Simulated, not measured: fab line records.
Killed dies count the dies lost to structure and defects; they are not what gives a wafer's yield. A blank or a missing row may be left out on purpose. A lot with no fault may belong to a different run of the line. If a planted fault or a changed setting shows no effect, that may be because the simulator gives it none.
Chamber matching ; flow n5Finfet ; N5_HKMG_FIN_STRIP_89 on rieDiel-02: 4 sister chambers
The step strips SOC in N2/H2, time 20 s. 8 wafers are shown with their chamber, then 11 later ones without.

== WAFERS PAIRED WITH THEIR CHAMBERS ==
wafer;chamber;drypumpMotorCurrentA (A);throttleValvePct (%)
L080.2;1;5.57;18.9
L086.5;3;6.11;18.4
L088.3;0;5.96;19.0
L088.6;1;5.56;18.5
L089.1;3;6.09;18.4
L089.2;0;5.97;19.0
L089.5;2;5.35;18.4
L090.3;2;5.37;18.3

== WAFERS MISSING THEIR CHAMBER ==
wafer;drypumpMotorCurrentA (A);throttleValvePct (%)
L090.5;5.99;19.0
L090.6;6.11;18.4
L091.1;5.97;19.1
L091.3;5.58;18.5
L091.5;5.56;18.5
L093.1;5.56;18.5
L093.3;5.98;19.1
L093.4;5.37;18.4
L096.2;6.13;18.4
L096.3;5.59;18.5
L096.5;5.55;18.5

== THE CHAMBER EACH PASSED THROUGH ==
wafer;from the rows above;in truth
L090.5;0;0
L090.6;3;3
L091.1;0;0
L091.3;1;1
L091.5;1;1
L093.1;1;1
L093.3;0;0
L093.4;2;2
L096.2;3;3
L096.3;1;1
L096.5;1;1
11 of 11 placed correctly. Not placeable from these rows: 0. Placed wrongly: 0.
How it was worked out, from the rows above alone: a wafer's distance from a chamber is the root of the sum, over the readings, of the square of ((its reading less the chamber's mean) divided by the reading's scatter). The wafer belongs to the nearest chamber; if the next one is less than 2 further off, it can't be placed. For every chamber, the mean is computed from those of its wafers that are shown. The scatter is the square root of a quotient: the sum, over the shown wafers, of each reading's squared deviation from its chamber's mean, divided by wafers minus chambers.
